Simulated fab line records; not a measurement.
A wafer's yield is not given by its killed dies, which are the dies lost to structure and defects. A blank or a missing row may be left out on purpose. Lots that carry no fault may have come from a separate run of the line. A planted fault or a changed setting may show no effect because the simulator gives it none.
A single fault, viewed from 2 desks -- flow n5_finfet -- each desk holds nothing but its own numbers, with what lay behind them at the end

== DESK OF THE TOOL OWNER: rie_diel-05 ==
The tool's own readings at N5_BEOL_M1_ETCH_69 (etches SiARC in CF4, target depth 15.6 nm, time 26 s): means of the sampled wafers that have a number, for each lot that ran on this tool. The brackets show how far a lot's mean lies from the usual mean; more than 4 standard deviations puts the lot out of limits, marked OUT.
Columns: A = drypump_motor_current_A at N5_BEOL_M1_ETCH_69, usual 5.7 A; B = etch_rf_on_time_s at N5_BEOL_M1_ETCH_69, usual 26.0 s; C = oes_product_au at N5_BEOL_M1_ETCH_69, usual 0.65 a.u.; D = rf_vpp_V at N5_BEOL_M1_ETCH_69, usual 183.9 V; E = showerhead_plenum_p_Torr at N5_BEOL_M1_ETCH_69, usual 2.14 Torr; F = throttle_valve_pct at N5_BEOL_M1_ETCH_69, usual 15.62 %
lot,first seen here,A,B,C,D,E,F
L592,day 6 13:23,5.8,26.3,0.64,183.2,2.04,15.72
L601,day 9 01:44,5.7,35.9 (+20) OUT,0.56,182.2,1.99,15.78
L612,day 11 18:35,5.9,25.9,0.63,182.5,2.00,15.84
This desk's verdict: out of limits on L601, starting with L601 at day 9 01:44 (etch_rf_on_time_s at N5_BEOL_M1_ETCH_69). L592, L612 stayed within limits.

== METROLOGY DESK ==
Means of the sampled wafers that have a number, per lot and without regard to the tool the lot ran on: this is what the gauges read. The brackets show how far a lot's mean lies from the usual mean; more than 4 standard deviations puts the lot out of limits, marked OUT. Only the readings that lie furthest out on some lot appear, 7 of the 10 it has.
Columns: A = DIBL_N at N5_BEOL_M4_RC_MEAS_101, usual 36.8 mV/V; B = IOFF_N at N5_BEOL_M4_RC_MEAS_101, usual 0.18 nA/um; C = IOFF_P at N5_BEOL_M4_RC_MEAS_101, usual 0.23 nA/um; D = ION_N at N5_BEOL_M4_RC_MEAS_101, usual 682 uA/um; E = ION_P at N5_BEOL_M4_RC_MEAS_101, usual 467 uA/um; F = SS_N at N5_BEOL_M4_RC_MEAS_101, usual 71.7 mV/dec; G = VT_P at N5_BEOL_M4_RC_MEAS_101, usual -249 mV
lot,first seen here,A,B,C,D,E,F,G
L592,day 8 14:53,33.5,0.11,0.16,658,450,70.6,-255
L594,day 8 20:50,32.9,0.14,0.19,676,466,70.9,-250
L601,day 10 20:28,36.1,0.15,0.20,677,468,71.2,-252
L606,day 11 23:19,36.7,0.16,0.22,693,478,71.2,-247
L608,day 12 08:43,34.7,0.14,0.20,671,466,71.7,-250
L610,day 13 06:46,36.5,0.18,0.22,688,471,70.8,-249
L612,day 13 08:25,36.2,0.18,0.22,684,466,71.3,-249
L611,day 13 14:47,37.7,0.21,0.30,692,477,72.3,-242
L613,day 13 18:50,37.4,0.17,0.23,683,468,71.9,-249
This desk found nothing out of limits on any of the 9 lots.

== PUT TOGETHER ==
The tool owner's desk had the chance to raise an alarm at day 9 01:44 on L601.
The metrology desk saw nothing out of limits.
The metrology desk holds a record of L601, inside its limits.
Every lot named ran N5_BEOL_M1_ETCH_69 on rie_diel-05.

== WHAT HAD BEEN PUT IN BY THE SIMULATOR ==
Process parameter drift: rie_diel-05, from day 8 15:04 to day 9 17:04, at N5_BEOL_M1_ETCH_69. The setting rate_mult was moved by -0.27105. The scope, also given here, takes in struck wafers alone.
Shown lots that were struck: L601.
Time in hours from fault onset to the first out-of-limits reading at each desk: the tool owner's desk, 11.
